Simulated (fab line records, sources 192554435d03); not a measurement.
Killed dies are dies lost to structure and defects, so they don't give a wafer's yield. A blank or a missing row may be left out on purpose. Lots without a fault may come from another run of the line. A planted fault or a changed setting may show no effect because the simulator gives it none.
fab line records | flow n5_finfet
record lots=24 wafers=72 last_day=19
route steps=1938 shown MOL_CONTACT_COAG@615 BEOL_M0_SAQP@636
lots that met no fault: from a run of the same line without faults
start_h: hours from the record's first day to the start of the lot's first wafer shown | wait_h: hours since the lot's step before | " the same as in the row above | L1.1+2: a row that stands for several wafers | - no value, or no start given | * or withheld: withheld | < > ~ a bound
route shown NAME@n: a module of which the file shows steps, and the number in the route of the first | usual: mean/standard deviation of fault-free wafers | same: alike in all rows | chamber/n: place in a boat | sites: the reading at each site | _std_site: their standard deviation | _edge_site: outer sites' mean less inner sites' | radius_mm: how far each site lies from the wafer's centre | mask NAME#n: copy n | behind: the tool/chamber that last shaped the wafer | hold: why the lot was held/for how many hours/how that ended | device: the transistor (n, p or np) that didn't switch | end of line: the same wafers' tests at the end of the route | a step without rows: its recipe alone | killed: dies lost to structure and defects at the first sort, not the wafer's yield | map: a wafer's dies, x killed, . not, _ none there
set.NAME: the setting as run; set.NAME@STEP: as run at that earlier step | model.NAME: the simulator's own value behind a step, which no gauge read
steps of the route over a sample of lots; a table a step, a row a wafer
services: from which hour (start_h, from the record's first day; less than 0 if before it) a tool's chamber was out of use, for how many hours, and why
## steps
# step N5_MOL_CONTACT_COAG_VIA_ETCH_117
# recipe chemistry=C4F6/O2 target_depth_a=400 overetch_a=80 mask_material=SOC target=SiO2 bias_w=455 pressure_mtorr=10 time_s=26 source_w=325 Ar_flow_sccm=300 C4F6_flow_sccm=10 O2_flow_sccm=10 ion_energy_ev=575.3 ends=end_point
# usual drypump_motor_current_A=6.0/0.54 oes_product_au=0.71/0.073 rf_vpp_V=1594/15 showerhead_plenum_p_Torr=2.90/0.083 throttle_valve_pct=41.0/0.32
# columns lot.wafer tool chamber start_h wait_h drypump_motor_current_A oes_product_au rf_hours_counter_h rf_vpp_V showerhead_plenum_p_Torr throttle_valve_pct
L074.2 rie_diel-02 2 98.83 0.0 6.1 0.64 223 1583 2.70 41.5
L074.3 " 1 " " 5.0 0.84 9 1577 2.78 40.8
L074.5 " 2 " " 6.1 0.63 - 1581 2.70 41.5
L075.2 rie_diel-03 0 105.86 0.0 6.4 0.65 239 1613 2.91 40.8
L075.4 " 3 " " 6.1 0.71 126 1569 2.85 41.2
L075.6 " 1 " " 6.7 0.70 - 1602 2.95 40.6
L076.1 rie_diel-02 0 111.04 0.0 6.2 0.67 158 1625 2.96 41.4
L076.2 " 2 " " 6.0 0.63 226 1584 2.70 41.5
L076.5 " 3 " " 5.8 0.76 - 1614 2.99 41.5
L077.2 rie_diel-03 3 119.63 0.0 6.1 0.70 131 1568 2.85 41.2
L077.4 " 0 " " 6.4 0.63 244 1613 2.91 40.8
L077.6 " 3 " " 6.1 0.70 - 1568 2.85 41.2
L078.2 rie_diel-05 0 127.15 0.0 5.7 0.68 112 1602 2.97 41.1
L078.3 " 3 " " 6.4 0.66 171 1598 2.94 41.0
L078.5 " 0 " " 5.7 0.68 - 1601 2.97 41.2
L079.1 rie_diel-03 0 129.02 0.0 6.4 0.63 247 1613 2.91 40.8
L079.2 " 1 " " 6.7 0.69 155 1601 2.95 40.7
L079.4 " 2 " " 5.8 0.82 9 1590 3.02 41.5
L080.3 rie_diel-03 2 140.44 0.0 5.8 0.81 13 1591 3.02 41.4
L080.5 " 3 " " 6.1 0.69 - 1565 2.84 41.2
L080.6 " 1 " " 6.7 0.68 - 1600 2.95 40.6
L081.2 rie_diel-05 3 144.79 0.0 6.4 0.66 175 1600 2.94 41.0
L081.3 " 1 " " 4.9 0.80 34 1576 2.78 41.0
L081.5 " 0 " " 5.7 0.68 - 1601 2.97 41.2
L082.1 rie_diel-05 0 149.10 0.0 5.7 0.67 118 1601 2.97 41.2
L082.3 " 2 " " 5.9 0.64 215 1599 2.92 40.4
L082.4 " 3 " " 6.4 0.66 177 1597 2.94 41.0
L083.1 rie_diel-02 1 151.57 0.0 5.0 0.80 27 1575 2.78 40.9
L083.3 " 2 " " 6.1 0.63 240 1583 2.70 41.5
L083.5 " 0 " " 6.2 0.65 - 1622 2.96 41.4
L084.2 rie_diel-05 2 158.66 0.0 6.0 0.64 218 1598 2.92 40.4
L084.4 " 3 " " 6.4 0.65 180 1597 2.94 41.0
L084.6 " 1 " " 4.9 0.80 - 1575 2.78 41.0
L085.1 rie_diel-03 1 171.53 0.0 6.7 0.68 174 1600 2.94 40.7
L085.4 " 3 " " 6.1 0.68 153 1566 2.84 41.2
L085.5 " 1 " " 6.7 0.68 - 1599 2.94 40.7
L086.1 rie_diel-03 2 176.06 0.0 5.8 0.79 30 1592 3.01 41.5
L086.3 " 0 " " 6.4 0.84 3 1612 2.90 40.9
L086.4 " 3 " " 6.1 0.68 156 1566 2.83 41.2
L087.1 rie_diel-05 1 179.65 0.0 4.9 0.78 48 1575 2.78 41.0
L087.2 " 0 " " 5.6 0.66 130 1601 2.96 41.2
L087.5 " 0 " " 5.6 0.67 - 1601 2.96 41.2
L088.2 rie_diel-03 3 183.42 0.0 6.1 0.68 158 1568 2.83 41.3
L088.3 " 0 " " 6.4 0.85 5 1612 2.90 40.9
L088.5 " 1 " " 6.7 0.67 - 1600 2.94 40.7
L089.2 rie_diel-03 1 193.05 0.0 6.7 0.67 182 1600 2.94 40.7
L089.3 " 3 " " 6.1 0.68 161 1567 2.83 41.3
L089.4 " 0 " " 6.4 0.83 8 1612 2.90 40.9
L090.1 rie_diel-05 3 198.13 0.0 6.4 0.64 194 1598 2.93 41.0
L090.3 " 0 " " 5.7 0.66 136 1600 2.96 41.2
L090.6 " 3 " " 6.4 0.64 - 1598 2.93 41.1
L091.2 rie_diel-03 0 205.89 0.0 6.4 0.82 13 1613 2.90 40.9
L091.5 " 1 " " 6.7 0.66 - 1601 2.93 40.7
L091.6 " 0 " " 6.4 0.81 - 1613 2.90 40.9
L092.1 rie_diel-03 2 210.49 0.0 5.8 0.77 41 1589 3.00 41.5
L092.5 " 0 " " 6.4 0.81 - 1613 2.90 40.9
L092.6 " 3 " " 6.1 0.67 - 1568 2.83 41.3
L093.2 rie_diel-02 0 215.73 0.0 6.2 0.64 194 1623 2.95 41.4
L093.4 " 2 " " 6.0 0.85 3 1607 3.03 41.2
L093.6 " 0 " " 6.2 0.65 - 1621 2.95 41.4
L094.2 rie_diel-05 3 219.09 0.0 6.4 0.64 203 1599 2.93 41.1
L094.5 " 1 " " 4.9 0.77 - 1577 2.77 41.0
L094.6 " 2 " " 6.0 0.63 - 1596 2.91 40.5
L095.2 rie_diel-03 0 227.44 0.0 6.4 0.80 21 1612 2.90 40.9
L095.5 " 1 " " 6.7 0.66 - 1599 2.93 40.7
L095.6 " 2 " " 5.8 0.76 - 1591 3.00 41.5
L096.1 rie_diel-05 0 236.45 0.0 5.7 0.65 148 1600 2.95 41.2
L096.3 " 2 " " 5.9 0.62 249 1596 2.90 40.4
L096.4 " 3 " " 6.4 0.64 210 1598 2.93 41.1
L097.2 rie_diel-05 0 238.12 0.0 5.7 0.65 149 1601 2.95 41.2
L097.3 " 3 " " 6.4 0.64 210 1598 2.93 41.1
L097.5 " 1 " " 4.9 0.76 - 1576 2.77 41.0
# step N5_BEOL_M0_SAQP_PECVD_96
# recipe material=a-Si target_thk_a=450 temp_c=350 precursor=SiH4/He pressure_torr=3 rf_w=100 time_s=45.2
# usual heater_power_w=619/74 showerhead_plenum_p_Torr=5.65/0.035 throttle_valve_pct=18.1/0.47
# columns lot.wafer tool chamber start_h wait_h heater_power_w showerhead_plenum_p_Torr throttle_valve_pct
L074.2 pecvd-04 1 105.11 0.0 525 5.60 18.6
L074.3 " 2 " " 610 5.60 17.3
L074.5 " 2 " " 606 5.60 17.4
L075.2 pecvd-03 2 112.29 0.0 580 5.64 17.9
L075.4 " 2 " " 599 5.65 17.8
L075.6 " 0 " " 680 5.71 18.9
L076.1 pecvd-04 0 116.74 0.0 748 5.68 18.0
L076.2 " 2 " " 590 5.59 17.3
L076.5 " 2 " " 608 5.61 17.4
L077.2 pecvd-04 1 125.72 0.0 522 5.60 18.6
L077.4 " 1 " " 505 5.59 18.6
L077.6 " 2 " " 574 5.60 17.5
L078.2 pecvd-02 0 133.48 0.0 551 5.65 17.9
L078.3 " 1 " " 732 5.69 17.7
L078.5 " 2 " " 571 5.68 18.6
L079.1 pecvd-02 1 136.62 0.0 745 5.67 17.5
L079.2 " 2 " " 564 5.68 18.5
L079.4 " 2 " " 576 5.69 18.4
L080.3 pecvd-03 1 145.62 0.0 682 5.62 18.9
L080.5 " 2 " " 683 5.64 17.9
L080.6 " 1 " " 661 5.64 19.0
L081.2 pecvd-03 0 149.58 0.0 609 5.72 18.8
L081.3 " 1 " " 657 5.66 18.8
L081.5 " 0 " " 615 5.69 18.9
L082.1 pecvd-02 0 155.60 0.0 558 5.65 17.8
L082.3 " 2 " " 578 5.68 18.3
L082.4 " 2 " " 578 5.69 18.3
L083.1 pecvd-02 0 158.74 0.0 544 5.64 17.8
L083.3 " 2 " " 611 5.70 18.5
L083.5 " 1 " " 647 5.69 17.7
L084.2 pecvd-03 2 164.91 0.0 586 5.66 17.9
L084.4 " 1 " " 617 5.63 18.9
L084.6 " 2 " " 604 5.63 18.1
L085.1 pecvd-04 1 178.36 0.0 485 5.60 18.5
L085.4 " 1 " " 485 5.60 18.5
L085.5 " 1 " " 486 5.62 18.5
L086.1 pecvd-02 0 182.04 0.0 545 5.64 18.2
L086.3 " 1 " " 685 5.68 18.0
L086.4 " 2 " " 508 5.69 18.4
L087.1 pecvd-04 1 185.28 0.0 531 5.61 18.6
L087.2 " 2 " " 595 5.61 17.6
L087.5 " 1 " " 531 5.62 18.3
L088.2 pecvd-02 1 188.94 0.0 702 5.67 17.6
L088.3 " 0 " " 587 5.65 18.1
L088.5 " 0 " " 588 5.66 18.0
L089.2 pecvd-03 2 198.13 0.0 614 5.65 18.1
L089.3 " 0 " " 647 5.72 18.5
L089.4 " 0 " " 647 5.71 18.7
L090.1 pecvd-04 2 204.14 0.0 517 5.61 17.4
L090.3 " 0 " " 676 5.67 18.0
L090.6 " 2 " " 524 5.60 17.6
L091.2 pecvd-02 1 212.64 0.0 757 5.69 18.0
L091.5 " 0 " " 601 5.64 17.9
L091.6 " 1 " " 746 5.69 17.8
L092.1 pecvd-03 2 216.32 0.0 692 5.64 18.0
L092.5 " 1 " " 668 5.64 18.9
L092.6 " 2 " " 664 5.64 17.8
L093.2 pecvd-04 1 221.61 0.0 483 5.62 18.6
L093.4 " 2 " " 554 5.60 17.5
L093.6 " 1 " " 477 5.61 18.4
L094.2 pecvd-02 1 225.12 0.0 734 5.68 17.9
L094.5 " 1 " " 744 5.70 17.8
L094.6 " 0 " " 613 5.65 18.1
L095.2 pecvd-02 0 233.53 0.0 631 5.65 18.2
L095.5 " 1 " " 737 5.68 17.8
L095.6 " 0 " " 538 5.66 18.0
L096.1 pecvd-02 0 242.23 0.0 632 5.65 17.7
L096.3 " 2 " " 576 5.67 17.5
L096.4 " 1 " " 643 5.67 17.8
L097.2 pecvd-02 1 245.43 0.0 685 5.68 17.5
L097.3 " 2 " " 535 5.68 17.2
L097.5 " 1 " " 679 5.68 17.7
# step N5_BEOL_M0_SAQP_SPACER1_ALD_98
# recipe material=SiO2 target_thk_a=128 temp_c=300 ald_precursor_family=BDEAS ald_co_reactant=O2-plasma pulse_time_s=1 purge_time_s=2 co_reactant_purge_time_s=2 ald_cycles=138 pressure_torr=2
# usual heater_power_w=484/42 precursor_pulse_height_rel=1.001/0.019
# same ald_cycles=138
# columns lot.wafer tool chamber start_h wait_h heater_power_w precursor_pulse_height_rel
L074.2 ald_sin-02 3 107.19 0.3 429 1.027
L074.3 " 0 " " 468 0.993
L074.5 " 2 " " 537 1.006
L075.2 ald_sin-02 2 113.87 0.3 535 0.967
L075.4 " 3 " " 437 0.992
L075.6 " 3 " " 426 0.998
L076.1 ald_sin-02 0 118.35 0.3 468 0.981
L076.2 " 1 " " 430 0.998
L076.5 " 0 " " 448 0.993
L077.2 ald_sin-03 2 127.70 0.3 393 0.989
L077.4 " 3 " " 524 1.029
L077.6 " 0 " " 485 0.977
L078.2 ald_sin-01 3 135.43 0.3 540 1.001
L078.3 " 1 " " 549 0.997
L078.5 " 3 " " 527 0.988
L079.1 ald_sin-03 3 139.59 1.6 514 1.016
L079.2 " 2 " " 400 1.011
L079.4 " 0 " " 492 1.008
L080.3 ald_sin-01 3 147.26 0.1 534 0.976
L080.5 " 1 " " 576 1.045
L080.6 " 0 " " 453 1.018
L081.2 ald_sin-01 2 151.23 0.3 449 0.993
L081.3 " 0 " " 456 1.017
L081.5 " 0 " " 455 1.029
L082.1 ald_sin-02 0 157.54 0.3 476 1.025
L082.3 " 1 " " 436 0.983
L082.4 " 2 " " 534 1.007
L083.1 ald_sin-03 0 160.55 0.3 487 0.999
L083.3 " 3 " " 520 0.947
L083.5 " 0 " " 487 1.006
L084.2 ald_sin-01 2 167.15 0.5 458 0.984
L084.4 " 3 " " 537 1.014
L084.6 " 2 " " 462 1.000
L085.1 ald_sin-03 0 180.33 0.5 494 0.991
L085.4 " 0 " " 492 0.991
L085.5 " 3 " " 521 1.000
L086.1 ald_sin-03 1 183.58 0.3 482 0.997
L086.3 " 3 " " 507 0.974
L086.4 " 1 " " 487 1.016
L087.1 ald_sin-02 3 187.23 0.6 439 0.966
L087.2 " 2 " " 547 0.975
L087.5 " 0 " " 471 1.028
L088.2 ald_sin-02 2 191.14 0.8 535 1.037
L088.3 " 1 " " 445 1.001
L088.5 " 1 " " 444 0.961
L089.2 ald_sin-02 3 199.91 0.3 439 1.019
L089.3 " 0 " " 460 1.039
L089.4 " 1 " " 437 0.993
L090.1 ald_sin-01 3 206.10 0.6 521 0.952
L090.3 " 0 " " 481 0.996
L090.6 " 3 " " 534 1.002
L091.2 ald_sin-02 1 214.53 0.3 445 1.013
L091.5 " 2 " " 541 0.987
L091.6 " 1 " " 435 1.020
L092.1 ald_sin-01 2 218.65 0.4 451 1.011
L092.5 " 3 " " 534 1.015
L092.6 " 0 " " 485 1.008
L093.2 ald_sin-03 1 223.17 0.3 481 1.005
L093.4 " 0 " " 492 0.992
L093.6 " 3 " " 506 0.996
L094.2 ald_sin-02 1 227.25 0.3 436 1.028
L094.5 " 3 " " 427 1.013
L094.6 " 2 " " 538 1.001
L095.2 ald_sin-03 3 235.13 0.3 524 1.012
L095.5 " 0 " " 488 1.002
L095.6 " 1 " " 496 0.991
L096.1 ald_sin-01 0 243.87 0.3 489 0.980
L096.3 " 2 " " 461 0.993
L096.4 " 1 " " 533 1.044
L097.2 ald_sin-03 2 247.99 0.5 407 0.995
L097.3 " 1 " " 497 1.032
L097.5 " 0 " " 491 0.993
# step N5_BEOL_M0_SAQP_OVL_MEAS_41
# recipe points_per_wafer=522
# usual M0_CUT1_OVL=0.0/0.69
# columns lot.wafer tool chamber start_h wait_h M0_CUT1_OVL[nm]
L074.2 overlay-01 0 110.55 0.0 -1.0
L074.3 " 0 " " -1.4
L074.5 " 0 " " -0.8
L075.2 overlay-02 0 118.72 0.0 0.3
L075.4 " 0 " " -0.8
L075.6 " 0 " " -0.6
L076.1 overlay-01 0 121.49 0.0 0.5
L076.2 " 0 " " -0.3
L076.5 " 0 " " 0.7
L077.2 overlay-02 0 131.67 0.0 1.3
L077.4 " 0 " " 0.2
L077.6 " 0 " " 1.0
L078.2 overlay-02 0 138.21 0.0 0.0
L078.3 " 0 " " 0.9
L078.5 " 0 " " 0.1
L079.1 overlay-02 0 142.48 0.0 -0.4
L079.2 " 0 " " -1.4
L079.4 " 0 " " -1.0
L080.3 overlay-01 0 150.18 0.0 -0.5
L080.5 " 0 " " -0.4
L080.6 " 0 " " -0.4
L081.2 overlay-01 0 154.60 0.0 0.1
L081.3 " 0 " " 0.0
L081.5 " 0 " " -0.7
L082.1 overlay-02 0 160.51 0.0 -0.9
L082.3 " 0 " " -0.7
L082.4 " 0 " " -1.1
L083.1 overlay-02 0 163.55 0.0 1.2
L083.3 " 0 " " 0.5
L083.5 " 0 " " 0.5
L084.2 overlay-01 0 170.53 0.0 0.5
L084.4 " 0 " " 0.3
L084.6 " 0 " " 0.0
L085.1 overlay-02 0 183.83 0.0 -0.9
L085.4 " 0 " " -0.1
L085.5 " 0 " " -0.2
L086.1 overlay-02 0 186.35 0.0 1.6
L086.3 " 0 " " 0.3
L086.4 " 0 " " -0.1
L087.1 overlay-02 0 192.12 0.0 -0.3
L087.2 " 0 " " 0.8
L087.5 " 0 " " 0.1
L088.2 overlay-02 0 194.55 0.0 0.5
L088.3 " 0 " " 0.1
L088.5 " 0 " " 0.3
L089.2 overlay-02 0 202.70 0.0 0.2
L089.3 " 0 " " 0.9
L089.4 " 0 " " 0.7
L090.1 overlay-02 0 209.30 0.0 0.9
L090.3 " 0 " " 1.0
L090.6 " 0 " " 0.8
L091.2 overlay-02 0 217.45 0.0 -0.7
L091.5 " 0 " " -0.3
L091.6 " 0 " " 0.0
L092.1 overlay-01 0 221.74 0.0 0.9
L092.5 " 0 " " -0.2
L092.6 " 0 " " 1.7
L093.2 overlay-01 0 226.00 0.0 0.4
L093.4 " 0 " " 0.5
L093.6 " 0 " " 0.5
L094.2 overlay-02 0 230.13 0.0 -0.1
L094.5 " 0 " " 0.3
L094.6 " 0 " " -0.2
L095.2 overlay-02 0 238.58 0.0 0.3
L095.5 " 0 " " 0.0
L095.6 " 0 " " 0.5
L096.1 overlay-02 0 248.54 0.0 -0.6
L096.3 " 0 " " -0.4
L096.4 " 0 " " -0.4
L097.2 overlay-01 0 252.30 0.0 0.9
L097.3 " 0 " " -0.7
L097.5 " 0 " " -0.5
# step N5_BEOL_M0_SAQP_INSPECT_42
# recipe mode=adi inspect_instrument=brightfield
# usual raw_defect_count=289/73
# columns lot.wafer tool chamber start_h wait_h raw_defect_count
L074.2 defect_inspect-01 - 110.60 0.0 179
L074.3 " - " " 244
L074.5 " - " " 155
L075.2 defect_inspect-02 - 118.77 0.0 267
L075.4 " - " " 277
L075.6 " - " " 354
L076.1 defect_inspect-02 - 121.55 0.1 331
L076.2 " - " " 326
L076.5 " - " " 235
L077.2 defect_inspect-02 - 131.72 0.0 314
L077.4 " - " " 347
L077.6 " - " " 356
L078.2 defect_inspect-01 - 138.26 0.0 205
L078.3 " - " " 280
L078.5 " - " " 208
L079.1 defect_inspect-01 - 142.54 0.1 386
L079.2 " - " " 337
L079.4 " - " " 435
L080.3 defect_inspect-01 - 150.23 0.0 472
L080.5 " - " " 405
L080.6 " - " " 341
L081.2 defect_inspect-01 - 154.65 0.0 270
L081.3 " - " " 261
L081.5 " - " " 182
L082.1 defect_inspect-02 - 160.57 0.1 214
L082.3 " - " " 286
L082.4 " - " " 323
L083.1 defect_inspect-02 - 163.60 0.1 206
L083.3 " - " " 269
L083.5 " - " " 247
L084.2 defect_inspect-02 - 170.58 0.0 269
L084.4 " - " " 278
L084.6 " - " " 163
L085.1 defect_inspect-02 - 183.89 0.1 293
L085.4 " - " " 329
L085.5 " - " " 228
L086.1 defect_inspect-01 - 186.41 0.1 305
L086.3 " - " " 399
L086.4 " - " " 326
L087.1 defect_inspect-01 - 192.18 0.1 265
L087.2 " - " " 165
L087.5 " - " " 243
L088.2 defect_inspect-02 - 194.61 0.0 348
L088.3 " - " " 312
L088.5 " - " " 425
L089.2 defect_inspect-01 - 202.75 0.0 438
L089.3 " - " " 332
L089.4 " - " " 354
L090.1 defect_inspect-02 - 209.36 0.1 365
L090.3 " - " " 264
L090.6 " - " " 237
L091.2 defect_inspect-01 - 217.50 0.0 340
L091.5 " - " " 262
L091.6 " - " " 273
L092.1 defect_inspect-01 - 221.80 0.1 245
L092.5 " - " " 198
L092.6 " - " " 403
L093.2 defect_inspect-02 - 226.05 0.0 261
L093.4 " - " " 301
L093.6 " - " " 425
L094.2 defect_inspect-01 - 230.18 0.0 276
L094.5 " - " " 373
L094.6 " - " " 196
L095.2 defect_inspect-01 - 238.64 0.1 188
L095.5 " - " " 304
L095.6 " - " " 201
L096.1 defect_inspect-02 - 248.59 0.1 290
L096.3 " - " " 279
L096.4 " - " " 382
L097.2 defect_inspect-01 - 252.35 0.0 240
L097.3 " - " " 274
L097.5 " - " " 328
# step N5_BEOL_M0_SAQP_STRIP_75
# recipe chemistry=CF4 resist=SiARC power_w=300 bias_power_w=75 pressure_mtorr=50 cf4_flow_sccm=150 rf_frequency_hz=6e+07
# usual drypump_motor_current_A=5.8/0.5 oes_product_au=0.190/0.02 rf_vpp_V=271.4/1.5 showerhead_plenum_p_Torr=1.81/0.058 throttle_valve_pct=13.52/0.21
# columns lot.wafer tool chamber start_h wait_h drypump_motor_current_A oes_product_au rf_hours_counter_h rf_vpp_V showerhead_plenum_p_Torr throttle_valve_pct
L074.2 rie_diel-01 1 111.84 0.1 6.8 0.200 53 270.8 1.82 13.37
L074.3 " 3 " " 5.4 0.159 236 270.1 1.77 13.66
L074.5 " 0 " " 5.4 0.199 - 270.1 1.83 13.37
L075.2 rie_diel-01 3 119.87 0.1 5.4 0.154 239 271.1 1.77 13.68
L075.4 " 2 " " 4.8 0.180 125 268.7 1.73 13.55
L075.6 " 3 " " 5.4 0.155 - 270.6 1.77 13.66
L076.1 rie_diel-04 3 123.03 0.1 5.9 0.216 12 273.8 1.84 13.30
L076.2 " 1 " " 5.9 0.178 127 273.7 1.87 13.60
L076.5 " 2 " " 6.2 0.189 - 269.5 1.75 13.68
L077.2 rie_diel-06 3 132.66 0.1 5.1 0.166 187 268.4 1.71 13.92
L077.4 " 1 " " 4.9 0.170 - 271.0 1.78 13.63
L077.6 " 3 " " 5.1 0.170 - 269.5 1.71 13.90
L078.2 rie_diel-04 3 139.71 0.1 5.8 0.214 19 272.9 1.84 13.32
L078.3 " 2 " " 6.2 0.178 121 269.0 1.74 13.71
L078.5 " 1 " " 5.9 0.175 - 273.7 1.87 13.63
L079.1 rie_diel-04 3 143.67 0.1 5.8 0.209 20 271.7 1.84 13.30
L079.2 " 0 " " 5.4 0.228 5 271.7 1.90 13.25
L079.4 " 1 " " 5.9 0.181 135 272.7 1.87 13.62
L080.3 rie_diel-04 1 151.21 0.1 5.9 0.172 138 272.4 1.87 13.65
L080.5 " 0 " " 5.4 0.224 - 274.0 1.90 13.28
L080.6 " 3 " " 5.8 0.207 - 271.8 1.83 13.33
L081.2 rie_diel-04 2 155.63 0.1 6.2 0.180 126 269.6 1.74 13.70
L081.3 " 3 " " 5.9 0.215 24 272.3 1.83 13.32
L081.5 " 3 " " 5.8 0.213 - 271.8 1.83 13.30
L082.1 rie_diel-04 0 161.51 0.1 5.3 0.218 11 272.6 1.90 13.24
L082.3 " 2 " " 6.2 0.178 127 269.5 1.74 13.72
L082.4 " 1 " " 5.9 0.173 141 273.1 1.87 13.62
L083.1 rie_diel-04 3 164.63 0.1 5.9 0.211 26 272.2 1.83 13.33
L083.3 " 0 " " 5.3 0.223 11 275.1 1.90 13.24
L083.5 " 2 " " 6.2 0.179 - 270.2 1.74 13.73
L084.2 rie_diel-04 3 171.52 0.1 5.8 0.211 28 271.3 1.83 13.33
L084.4 " 2 " " 6.2 0.180 130 268.6 1.74 13.73
L084.6 " 2 " " 6.2 0.183 - 270.6 1.74 13.73
L085.1 rie_diel-04 3 184.85 0.1 5.9 0.212 32 272.0 1.83 13.34
L085.4 " 1 " " 5.9 0.179 148 272.7 1.86 13.66
L085.5 " 1 " " 5.9 0.174 - 271.7 1.86 13.65
L086.1 rie_diel-01 0 187.36 0.1 5.4 0.190 70 272.1 1.82 13.42
L086.3 " 1 " " 6.8 0.185 79 272.8 1.81 13.43
L086.4 " 3 " " 5.3 0.213 4 270.5 1.77 13.15
L087.1 rie_diel-06 2 193.29 0.1 6.6 0.212 11 271.3 1.83 13.47
L087.2 " 1 " " 5.0 0.164 203 270.7 1.78 13.65
L087.5 " 2 " " 6.6 0.220 - 270.2 1.83 13.48
L088.2 rie_diel-01 2 195.82 0.1 4.9 0.175 147 270.0 1.72 13.59
L088.3 " 0 " " 5.4 0.198 72 271.1 1.82 13.41
L088.5 " 1 " " 6.8 0.189 - 271.3 1.81 13.44
L089.2 rie_diel-06 2 203.70 0.1 6.6 0.208 15 270.7 1.83 13.48
L089.3 " 0 " " 6.3 0.212 31 272.9 1.83 13.26
L089.4 " 1 " " 5.0 0.170 207 270.7 1.77 13.68
L090.1 rie_diel-04 1 210.45 0.1 5.9 0.173 156 272.1 1.86 13.69
L090.3 " 2 " " 6.2 0.172 142 269.1 1.74 13.75
L090.6 " 2 " " 6.2 0.178 - 270.3 1.74 13.78
L091.2 rie_diel-04 1 218.77 0.1 5.9 0.176 160 273.7 1.86 13.69
L091.5 " 0 " " 5.3 0.210 - 274.2 1.90 13.31
L091.6 " 1 " " 5.9 0.171 - 274.1 1.86 13.68
L092.1 rie_diel-04 1 222.75 0.1 5.9 0.169 161 272.1 1.86 13.69
L092.5 " 1 " " 5.9 0.172 - 271.2 1.86 13.69
L092.6 " 2 " " 6.2 0.176 - 270.3 1.74 13.77
L093.2 rie_diel-06 1 227.39 0.1 5.0 0.166 214 270.2 1.77 13.68
L093.4 " 2 " " 6.6 0.212 21 271.7 1.83 13.49
L093.6 " 2 " " 6.6 0.217 - 272.2 1.83 13.48
L094.2 rie_diel-06 2 231.51 0.1 6.6 0.203 22 271.6 1.83 13.51
L094.5 " 0 " " 6.2 0.205 - 272.1 1.83 13.31
L094.6 " 1 " " 4.9 0.169 - 271.3 1.77 13.70
L095.2 rie_diel-06 1 240.19 0.1 4.9 0.162 220 271.8 1.77 13.71
L095.5 " 0 " " 6.3 0.202 - 269.9 1.83 13.31
L095.6 " 1 " " 4.9 0.170 - 270.9 1.77 13.69
L096.1 rie_diel-04 0 249.79 0.1 5.3 0.211 34 272.3 1.89 13.29
L096.3 " 1 " " 5.9 0.177 165 272.4 1.86 13.69
L096.4 " 3 " " 5.8 0.204 47 271.6 1.83 13.37
L097.2 rie_diel-04 3 253.35 0.1 5.9 0.195 49 272.0 1.83 13.38
L097.3 " 0 " " 5.3 0.205 35 273.5 1.89 13.29
L097.5 " 1 " " 5.9 0.172 - 273.8 1.86 13.70
## services
# columns tool chamber start_h hours kind
ald_sin-01 2 75.89 7.2 repair
ald_sin-02 2 82.74 2.1 repair
rie_diel-06 - 92.89 0.4 repair
pecvd-03 - 98.90 2.8 pm
rie_diel-03 - 99.11 2.8 pm
ald_sin-01 3 111.50 1.7 repair
rie_diel-06 2 114.51 5.9 repair
rie_diel-06 - 116.53 12.6 repair
ald_sin-01 3 118.03 6.7 repair
pecvd-02 - 149.75 5.7 repair
pecvd-03 - 154.73 0.5 repair
ald_sin-03 2 156.64 36.8 repair
ald_sin-01 - 177.36 14.0 pm
pecvd-03 2 179.72 4.0 repair
rie_diel-06 1 183.64 4.6 repair
ald_sin-01 - 191.36 6.1 pm
rie_diel-05 3 191.40 1.4 repair
pecvd-04 - 200.31 1.6 repair
ald_sin-03 2 213.12 2.6 repair
ald_sin-01 0 221.18 1.7 repair
rie_diel-03 1 222.81 2.7 repair
rie_diel-04 - 228.29 14.6 pm
ald_sin-02 2 230.21 15.0 repair
rie_diel-05 2 248.47 1.5 repair
## key
fault none
